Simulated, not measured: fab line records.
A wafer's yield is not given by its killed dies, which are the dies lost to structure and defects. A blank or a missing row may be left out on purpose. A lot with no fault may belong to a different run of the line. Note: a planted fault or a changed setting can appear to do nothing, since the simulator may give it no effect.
fab line records | flow n5_finfet
[record] lots = 7 wafers = 21 last_day = 17
route steps=1938 shown DUMMY_REMOVAL@383 HKMG_FIN@385
lots with no fault: from the same line, run without faults
start_h: hours from the record's first day to the start of the lot's first wafer shown | wait_h: how many hours have passed since the lot's step before this one | " as in the row above | L1.1+2: a single row standing in for several wafers | - no value, or no start given | * or withheld: withheld | < > ~ a bound
route shown NAME@n: names a module that has steps shown in the file, with the first one's number in the route | usual: mean/standard deviation taken from wafers without a fault | same: alike in all rows | chamber/n: place in a boat | sites: readings site by site | _std_site: standard deviation of those values | _edge_site: outer sites' mean less inner sites' | radius_mm: for every site, how far away it sits from the centre of the wafer | mask NAME#n: copy n | behind: the tool/chamber that last shaped the wafer | hold: cause of the lot's hold/its duration in hours/its outcome | device: the n, p or np transistor that did not switch | end of line: tests run on the same wafers once the route is complete | for a step that has no rows: nothing shown but its recipe | killed: the dies lost at the first sort to structure and to defects; this is not the yield of the wafer | map: the dies of a wafer, with x for killed, . for not killed, _ for no die there
set.NAME: the run value of the setting; set.NAME@STEP: its run value at that earlier step | model.NAME: the simulator's own value behind a step, which no gauge read
lots at selected steps of the route; one table per step, one row per wafer
services: a tool's chamber out of use, with start hour (start_h, from the record's first day; less than 0 if before it), hours out, and reason
[[steps]]
[step N5_DUMMY_REMOVAL_PRECLEAN_04]
[recipe] chemistry = DHF time_s = 37 temp_c = 25 dilution = 500:1
[step N5_DUMMY_REMOVAL_SRD_05]
[recipe] dry = ipa_marangoni do_ppb = 5 time_s = 30 temp_c = 23 rinse_liquid = diw
[step N5_HKMG_FIN_IL_REGROW_00]
[recipe] material = SiO2 target_thk_a = 7.5 chemistry = O3 temp_c = withheld time_s = 30
[step N5_HKMG_FIN_HK_ALD_01]
[recipe] material = HfO2 target_thk_a = 16 temp_c = withheld ald_precursor_family = HfCl4 ald_co_reactant = H2O pulse_time_s = 3 purge_time_s = 3 co_reactant_purge_time_s = 2.5 co_reactant_pulse_time_s = 0.3 ald_cycles = 30
[usual] precursor_pulse_height_rel = 0.999/0.02
// columns lot.wafer tool chamber start_h wait_h precursor_pulse_height_rel since_wet_clean_h
L544.1 ald_hk-03 3 77.96 0.0 0.992 958
L544.3 " 2 " " 1.025 958
L544.5 " 1 " " 0.977 -
L550.3 ald_hk-03 0 113.62 0.0 1.000 994
L550.4 " 1 " " 0.999 994
L550.5 " 3 " " 0.985 -
L553.1 ald_hk-03 2 132.98 0.0 1.008 1013
L553.3 " 1 " " 0.994 1013
L553.4 " 0 " " 0.975 1013
L554.1 ald_hk-01 2 137.35 0.0 0.978 107
L554.3 " 0 " " 0.986 107
L554.4 " 3 " " 1.031 107
L555.2 ald_hk-01 3 149.62 0.0 0.984 120
L555.4 " 1 " " 1.000 120
L555.6 " 2 " " 1.027 -
L559.1 ald_hk-03 3 165.59 0.0 0.999 1046
L559.2 " 0 " " 1.019 1046
L559.5 " 3 " " 1.027 -
L564.1 ald_hk-01 1 198.60 0.0 1.041 169
L564.3 " 3 " " 0.999 169
L564.4 " 2 " " 1.007 169
[step N5_HKMG_FIN_HK_ANNEAL_02]
[recipe] temp_c = 700 time_s = 30 ambient = N2 idle_temp_c = 600 ramp_up_c_per_s = 150 ramp_down_c_per_s = 60 cool_to_c = 600
[usual] lamp_power_pct = 8.80/0.055 lamp_zone_1_pct = 8.797/0.0089 lamp_zone_2_pct = 8.798/0.0098 lamp_zone_4_pct = 8.795/0.0095 lamp_zone_6_pct = 8.725/0.0095 wafer_temp_C_max = 703.0/0.71
[same] time_s = 30
// columns lot.wafer tool chamber start_h wait_h lamp_power_pct lamp_zone_1_pct lamp_zone_2_pct lamp_zone_4_pct lamp_zone_6_pct wafer_temp_C_max
L544.1 rtp_anneal-02 0 78.15 0.1 8.79 8.792 8.789 8.804 8.725 703.3
L544.3 " 0 " " 8.75 8.812 8.803 8.794 8.741 703.6
L544.5 " 0 " " 8.84 8.785 8.807 8.791 8.725 702.4
L550.3 rtp_anneal-02 0 114.04 0.3 8.74 8.792 8.810 8.787 8.711 702.7
L550.4 " 0 " " 8.83 8.803 8.799 8.783 8.718 703.1
L550.5 " 0 " " 8.85 8.782 8.810 8.813 8.741 702.8
L553.1 rtp_anneal-02 0 133.27 0.2 8.76 8.795 8.792 8.802 8.725 703.7
L553.3 " 0 " " 8.70 8.810 8.795 8.794 8.738 702.8
L553.4 " 0 " " 8.89 8.797 8.828 8.806 8.723 702.1
L554.1 rtp_anneal-01 0 137.60 0.2 8.80 8.785 8.786 8.814 8.730 702.9
L554.3 " 0 " " 8.77 8.794 8.807 8.803 8.696 703.2
L554.4 " 0 " " 8.83 8.813 8.808 8.783 8.722 702.1
L555.2 rtp_anneal-02 0 149.84 0.1 8.77 8.777 8.786 8.786 8.709 702.2
L555.4 " 0 " " 8.81 8.793 8.801 8.797 8.718 702.8
L555.6 " 0 " " 8.83 8.809 8.778 8.788 8.735 702.2
L559.1 rtp_anneal-02 0 165.93 0.3 8.78 8.801 8.798 8.794 8.726 702.3
L559.2 " 0 " " 8.75 8.791 8.794 8.792 8.723 703.8
L559.5 " 0 " " 8.75 8.796 8.814 8.788 8.723 703.4
L564.1 rtp_anneal-02 0 198.79 0.1 8.79 8.803 8.791 8.792 8.716 703.2
L564.3 " 0 " " 8.82 8.785 8.809 8.813 8.728 701.8
L564.4 " 0 " " 8.75 8.807 8.805 8.800 8.732 702.9
[step N5_HKMG_FIN_ALD_74]
[recipe] material = La2O3 target_thk_a = 5 temp_c = 250 ald_precursor_family = La-Cp ald_co_reactant = O3 pulse_time_s = 6 co_reactant_pulse_time_s = 1 purge_time_s = 3 co_reactant_purge_time_s = 3
[usual] heater_power_w = 364/45 precursor_pulse_height_rel = 0.998/0.02
// columns lot.wafer tool chamber start_h wait_h heater_power_w precursor_pulse_height_rel since_wet_clean_h
L544.1 ald_hk-01 0 78.37 0.2 318 1.003 48
L544.3 " 3 " " 290 1.007 48
L544.5 " 1 " " 302 0.999 -
L550.3 ald_hk-03 3 114.21 0.1 389 1.025 994
L550.4 " 1 " " 426 0.972 994
L550.5 " 2 " " 388 1.015 -
L553.1 ald_hk-02 1 133.49 0.2 355 1.003 1910
L553.3 " 3 " " 395 0.993 1910
L553.4 " 2 " " 322 1.024 1910
L554.1 ald_hk-03 1 137.82 0.2 441 1.004 1018
L554.3 " 0 " " 397 1.004 1018
L554.4 " 2 " " 383 0.993 1018
L555.2 ald_hk-03 3 150.02 0.2 384 0.990 1030
L555.4 " 2 " " 388 1.005 1030
L555.6 " 2 " " 388 0.968 -
L559.1 ald_hk-01 2 166.14 0.2 371 1.006 136
L559.2 " 3 " " 276 1.051 136
L559.5 " 0 " " 322 0.994 -
L564.1 ald_hk-03 2 199.00 0.2 389 1.019 1079
L564.3 " 1 " " 434 0.996 1079
L564.4 " 3 " " 395 0.990 1079
[step N5_HKMG_FIN_ALD_75]
[recipe] material = Al2O3 target_thk_a = 10 temp_c = 150 ald_precursor_family = TMA ald_co_reactant = H2O pulse_time_s = withheld co_reactant_pulse_time_s = 1
[usual] heater_power_w = 157/19 precursor_pulse_height_rel = 0.998/0.018
// columns lot.wafer tool chamber start_h wait_h heater_power_w precursor_pulse_height_rel
L544.1 ald_hk-01 0 78.44 0.0 139 0.989
L544.3 " 3 " " 123 0.973
L544.5 " 1 " " 126 0.984
L550.3 ald_hk-03 3 114.29 0.0 162 1.024
L550.4 " 1 " " 186 0.985
L550.5 " 2 " " 167 0.991
L553.1 ald_hk-02 1 133.56 0.0 152 0.990
L553.3 " 3 " " 172 1.013
L553.4 " 2 " " 138 0.999
L554.1 ald_hk-03 1 137.89 0.0 187 0.956
L554.3 " 0 " " 171 0.988
L554.4 " 2 " " 173 1.005
L555.2 ald_hk-03 3 150.10 0.0 169 0.997
L555.4 " 2 " " 164 0.997
L555.6 " 2 " " 170 0.993
L559.1 ald_hk-01 2 166.22 0.0 159 0.987
L559.2 " 3 " " 124 0.995
L559.5 " 0 " " 143 1.015
L564.1 ald_hk-03 2 199.08 0.0 164 0.964
L564.3 " 1 " " 191 1.031
L564.4 " 3 " " 165 0.990
[step N5_HKMG_FIN_COAT_41]
[recipe] resist = SOC temp_c = 250 time_s = 60 spin_rpm = 1500 resist_thk_nm = 300
[step N5_HKMG_FIN_COAT_42]
[recipe] resist = SiARC temp_c = 220 time_s = 60 spin_rpm = 1500 resist_thk_nm = 35
[step N5_HKMG_FIN_COAT_43]
[recipe] resist = CAR-ArF spin_rpm = 1500 resist_thk_nm = 90
[step N5_HKMG_FIN_EBR_45]
[recipe] solvent = PGMEA ebr_width_mm = 1.5
[step N5_HKMG_FIN_SOFTBAKE_44]
[recipe] temp_c = 110 time_s = 60 resist = CAR-ArF
[step N5_HKMG_FIN_EXPOSE_46]
[recipe] mask_id = NDIPOLE na = 1.35 source_shape = conventional sigma_outer = 0.8 polarization = unpolarized dose_mj = 40
[usual] exposure_dose_mJ_cm2 = 39.98/0.039
// columns lot.wafer tool chamber start_h wait_h mask exposure_dose_mJ_cm2
L544.1 arfi_scanner-01 0 78.78 - NDIPOLE#0 39.94
L544.3 " 0 " " NDIPOLE#0 40.00
L544.5 " 0 " " NDIPOLE#0 40.02
L550.3 arfi_scanner-02 0 114.77 - NDIPOLE#0 40.03
L550.4 " 0 " " NDIPOLE#0 39.96
L550.5 " 0 " " NDIPOLE#0 39.95
L553.1 arfi_scanner-01 0 133.91 - NDIPOLE#0 45.22
L553.3 " 0 " " NDIPOLE#0 45.26
L553.4 " 0 " " NDIPOLE#0 45.24
L554.1 arfi_scanner-01 0 138.11 - NDIPOLE#0 44.14
L554.3 " 0 " " NDIPOLE#0 44.13
L554.4 " 0 " " NDIPOLE#0 44.24
L555.2 arfi_scanner-01 0 150.32 - NDIPOLE#0 43.35
L555.4 " 0 " " NDIPOLE#0 43.35
L555.6 " 0 " " NDIPOLE#0 43.40
L559.1 arfi_scanner-03 0 166.56 - NDIPOLE#0 39.94
L559.2 " 0 " " NDIPOLE#0 39.99
L559.5 " 0 " " NDIPOLE#0 39.98
L564.1 arfi_scanner-02 0 199.42 - NDIPOLE#0 39.97
L564.3 " 0 " " NDIPOLE#0 39.97
L564.4 " 0 " " NDIPOLE#0 40.00
[step N5_HKMG_FIN_PEB_47]
[recipe] peb_temp_c = withheld peb_time_s = 60 resist = CAR-ArF
[step N5_HKMG_FIN_DEVELOP_48]
[recipe] develop_time_s = 30 developer = TMAH resist = CAR-ArF rinse_liquid = diw dry = air_spin dev_temp_c = 23
[step N5_HKMG_FIN_CD_MEAS_49]
[recipe] target_cd_nm = 202 landing_energy_ev = 500 detector = se_inlens polarity = opening
[usual] cd_nm = 202.2/0.66
// columns lot.wafer tool chamber start_h wait_h cd_nm
L544.1 cd_sem-03 0 78.91 - 203.2
L544.3 " 0 " " 201.7
L544.5 " 0 " " 202.6
L550.3 cd_sem-03 0 114.89 - 202.3
L550.4 " 0 " " 203.0
L550.5 " 0 " " 202.0
L553.1 cd_sem-02 0 134.03 - 211.0
L553.3 " 0 " " 210.2
L553.4 " 0 " " 210.1
L554.1 cd_sem-02 0 138.23 - 209.1
L554.3 " 0 " " 208.7
L554.4 " 0 " " 209.5
L555.2 cd_sem-03 0 150.44 - 207.6
L555.4 " 0 " " 207.1
L555.6 " 0 " " 207.5
L559.1 cd_sem-01 0 166.68 - 203.2
L559.2 " 0 " " 202.9
L559.5 " 0 " " 202.6
L564.1 cd_sem-01 0 199.55 - 201.5
L564.3 " 0 " " 202.1
L564.4 " 0 " " 202.8
[step N5_HKMG_FIN_OVL_MEAS_50]
[recipe] points_per_wafer = 44
[usual] NDIPOLE_OVL = 0.4/0.74
// columns lot.wafer tool chamber start_h wait_h NDIPOLE_OVL[nm]
L544.1 overlay-02 0 78.94 0.0 -1.0
L544.3 " 0 " " -0.7
L544.5 " 0 " " -1.3
L550.3 overlay-01 0 114.91 0.0 1.1
L550.4 " 0 " " 0.7
L550.5 " 0 " " -0.1
L553.1 overlay-01 0 134.06 0.0 0.1
L553.3 " 0 " " -1.0
L553.4 " 0 " " 0.1
L554.1 overlay-01 0 138.26 0.0 1.1
L554.3 " 0 " " 0.1
L554.4 " 0 " " 0.8
L555.2 overlay-01 0 150.47 0.0 0.0
L555.4 " 0 " " 0.9
L555.6 " 0 " " 0.7
L559.1 overlay-02 0 166.72 0.0 0.3
L559.2 " 0 " " -0.2
L559.5 " 0 " " 0.0
L564.1 overlay-01 0 199.58 0.0 1.0
L564.3 " 0 " " 0.2
L564.4 " 0 " " 0.3
[step N5_HKMG_FIN_INSPECT_61]
[recipe] mode = adi inspect_instrument = macro
[usual] raw_defect_count = 1.9/1.3
// columns lot.wafer tool chamber start_h wait_h raw_defect_count
L544.1 defect_inspect-01 - 78.96 0.0 2
L544.3 " - " " 2
L544.5 " - " " 3
L550.3 defect_inspect-02 - 114.94 0.0 5
L550.4 " - " " 1
L550.5 " - " " 1
L553.1 defect_inspect-01 - 134.08 0.0 3
L553.3 " - " " 2
L553.4 " - " " 2
L554.1 defect_inspect-01 - 138.29 0.0 3
L554.3 " - " " 2
L554.4 " - " " 2
L555.2 defect_inspect-02 - 150.50 0.0 1
L555.4 " - " " 1
L555.6 " - " " 1
L559.1 defect_inspect-01 - 166.74 0.0 1
L559.2 " - " " 1
L559.5 " - " " 2
L564.1 defect_inspect-02 - 199.60 0.0 2
L564.3 " - " " 2
L564.4 " - " " 0
[step N5_HKMG_FIN_DESCUM_53]
[recipe] chemistry = O2 time_s = 7.9 source_power_w = 50 bias_power_w = 20 pressure_mtorr = 20 rf_frequency_hz = 2.712e+07 temp_c = 40 resist = CAR-ArF o2_flow_sccm = 225
[usual] drypump_motor_current_A = 5.5/0.39 o2_flow_sccm = 225.0/0.68 oes_product_au = 0.76/0.057 rf_vpp_V = 243.2/1.4 showerhead_plenum_p_Torr = 2.09/0.075 throttle_valve_pct = 20.57/0.27
[same] time_s = 7.9
// columns lot.wafer tool chamber start_h wait_h drypump_motor_current_A o2_flow_sccm oes_product_au rf_hours_counter_h rf_vpp_V showerhead_plenum_p_Torr throttle_valve_pct
L544.1 rie_diel-06 0 79.00 0.0 5.2 225.1 0.74 166 247.1 2.19 20.89
L544.3 " 1 " " 5.2 225.6 0.70 228 242.3 2.05 20.39
L544.5 " 3 " " 5.9 224.8 0.78 - 242.9 2.01 20.42
L550.3 rie_diel-06 1 114.97 0.0 5.2 224.7 0.69 240 242.9 2.04 20.41
L550.4 " 3 " " 5.9 225.2 0.77 142 241.4 2.01 20.44
L550.5 " 1 " " 5.2 224.4 0.69 - 242.5 2.04 20.39
L553.1 rie_diel-02 1 134.12 0.0 5.2 224.3 0.77 129 243.7 2.11 20.49
L553.3 " 0 " " 6.1 224.9 0.78 138 242.2 2.01 20.24
L553.4 " 3 " " 5.1 224.2 0.75 165 244.2 2.19 20.96
L554.1 rie_diel-02 2 138.32 0.0 5.3 224.7 0.73 190 241.2 1.99 20.93
L554.3 " 1 " " 5.2 225.8 0.78 131 244.7 2.11 20.51
L554.4 " 3 " " 5.1 225.6 0.75 166 243.6 2.19 20.93
L555.2 rie_diel-02 1 150.53 0.0 5.2 225.2 0.78 135 242.1 2.11 20.53
L555.4 " 2 " " 5.3 224.6 0.72 194 241.3 1.99 20.90
L555.6 " 0 " " 6.1 224.8 0.78 - 241.6 2.01 20.27
L559.1 rie_diel-02 2 167.06 0.3 5.3 225.6 0.72 200 243.5 1.99 20.91
L559.2 " 3 " " 5.1 225.2 0.75 177 245.5 2.19 20.97
L559.5 " 0 " " 6.1 225.0 0.77 - 239.9 2.01 20.28
L564.1 rie_diel-06 2 199.64 0.0 5.1 225.2 0.70 210 244.3 2.14 20.41
L564.3 " 0 " " 5.2 226.2 0.70 213 244.5 2.18 20.95
L564.4 " 3 " " 5.9 225.7 0.75 - 241.3 1.99 20.50
[step N5_HKMG_FIN_ETCH_54]
[recipe] chemistry = CF4 target = SiARC target_depth_a = 455 mask_material = CAR-ArF time_s = 75.8 ion_energy_ev = 80 pressure_mtorr = 40 source_w = 545 bias_w = 36 Ar_flow_sccm = 100 cf4_flow_sccm = 100 ends = cleared
[usual] drypump_motor_current_A = 5.5/0.39 etch_rf_on_time_s = 75.9/0.93 oes_product_au = 0.65/0.046 rf_vpp_V = 184.1/1.2 showerhead_plenum_p_Torr = 2.14/0.065 throttle_valve_pct = 15.77/0.2
// columns lot.wafer tool chamber start_h wait_h drypump_motor_current_A etch_rf_on_time_s oes_product_au rf_hours_counter_h rf_vpp_V showerhead_plenum_p_Torr throttle_valve_pct model.HKMG_FIN.cd_offset_nm
L544.1 rie_diel-06 0 79.03 0.0 5.2 77.8 0.62 166 186.1 2.23 15.95 0.6
L544.3 " 1 " " 5.2 76.0 0.60 228 182.6 2.13 15.84 -0.2
L544.5 " 3 " " 5.9 76.4 0.67 - 182.2 2.08 15.70 1
L550.3 rie_diel-06 1 115.01 0.0 5.2 75.3 0.60 240 184.8 2.12 15.86 0
L550.4 " 3 " " 5.9 76.4 0.66 142 183.8 2.07 15.71 1
L550.5 " 1 " " 5.2 75.4 0.60 - 184.2 2.12 15.86 0.4
L553.1 rie_diel-02 1 134.15 0.0 5.2 76.3 0.65 129 183.8 2.15 15.62 8.8
L553.3 " 0 " " 6.2 76.3 0.67 138 184.3 2.07 15.52 8
L553.4 " 3 " " 5.1 76.5 0.64 165 186.0 2.22 15.95 7.2
L554.1 rie_diel-02 2 138.36 0.0 5.2 74.6 0.62 190 184.1 2.05 16.13 6.8
L554.3 " 1 " " 5.2 75.7 0.66 131 183.1 2.15 15.60 6.2
L554.4 " 3 " " 5.1 75.9 0.64 166 186.3 2.22 15.97 6.8
L555.2 rie_diel-02 1 150.57 0.0 5.2 75.5 0.65 135 183.6 2.15 15.62 5.4
L555.4 " 2 " " 5.3 74.8 0.62 194 182.9 2.05 16.12 5
L555.6 " 0 " " 6.1 75.8 0.66 - 181.3 2.06 15.53 5.4
L559.1 rie_diel-02 2 167.10 0.0 5.3 75.3 0.61 200 182.1 2.05 16.15 1
L559.2 " 3 " " 5.1 75.2 0.63 177 185.7 2.22 15.98 0.6
L559.5 " 0 " " 6.2 75.4 0.66 - 183.2 2.06 15.55 0.6
L564.1 rie_diel-06 2 199.67 0.0 5.1 76.7 0.59 210 184.2 2.21 15.78 0
L564.3 " 0 " " 5.2 77.9 0.60 213 183.8 2.21 16.04 0
L564.4 " 3 " " 5.9 75.4 0.63 - 183.6 2.06 15.80 1.2
[step N5_HKMG_FIN_ETCH_55]
[recipe] chemistry = N2/H2 target = SOC target_depth_a = 2400 temp_c = 40 time_s = 300 ion_energy_ev = 200 mask_material = SiARC pressure_mtorr = 30 source_w = 840 bias_w = 150 n2_flow_sccm = 200 h2_flow_sccm = 200
[[services]]
// columns tool chamber start_h hours kind
arfi_scanner-01 - 59.28 8.5 repair
arfi_scanner-02 - 60.74 2.5 repair
arfi_scanner-03 - 63.22 1.0 pm
arfi_scanner-02 - 64.22 1.3 pm
arfi_scanner-01 - 73.31 3.9 repair
rie_diel-02 0 92.12 4.1 repair
rie_diel-06 3 93.50 2.2 repair
arfi_scanner-02 - 97.32 1.0 pm
arfi_scanner-02 - 100.76 0.8 pm
arfi_scanner-02 - 103.01 4.5 repair
arfi_scanner-02 - 109.44 3.9 pm
arfi_scanner-02 - 114.53 0.2 repair
arfi_scanner-02 - 115.28 4.9 pm
arfi_scanner-01 - 119.36 1.0 pm
arfi_scanner-02 - 120.76 2.9 repair
arfi_scanner-01 - 123.54 1.3 pm
ald_hk-02 - 159.25 1.0 repair
ald_hk-02 - 172.69 0.7 repair
rie_diel-02 2 173.19 5.9 repair
rie_diel-06 1 176.21 35.1 repair
rie_diel-02 - 182.74 0.5 repair
arfi_scanner-02 - 189.61 1.3 pm
arfi_scanner-01 - 190.18 0.8 pm
rie_diel-02 2 192.53 6.0 repair
[[key]]
[first_sign] step = N5_HKMG_FIN_EXPOSE_46 reading = exposure_dose_mJ_cm2 direction = up sigmas = 99+ usual = 39.98 struck = 44.26
[effect] step = N5_HKMG_FIN_CD_MEAS_49 reading = cd_nm direction = up sigmas = 10 usual = 202.2 struck = 209.0 through = control_loop
[model_effect] step = N5_HKMG_FIN_ETCH_54 value = HKMG_FIN.cd_offset_nm without = 0.2444 struck = 6.622
met_at N5_HKMG_FIN_EXPOSE_46
struck_wafers L553.1,L553.3,L553.4,L554.1,L554.3,L554.4,L555.2,L555.4,L555.6
tester_left_out L553,L554,L555
[loop_trim] step = N5_HKMG_FIN_EXPOSE_46 setting = dose lots = L554,L555
onset_between 78.78 133.91
[fault] kind = process_parameter_drift tool = arfi_scanner-01 chamber = - onset_h = 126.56 steps = N5_HKMG_FIN_EXPOSE_46 channel = dose_mj offset = 5.2302 shape = step acts_in = these_recipes_only stated = 40
// tester_left_out: of these lots the tester's yield and bins aren't shown, on N5 and GAA mostly nor the transistor test; their killed dies are dies lost to structure and defects alone, not to doping, threshold or leakage, so they don't give the yield
// loop_trim: a control loop set the setting to another value than it would have without faults
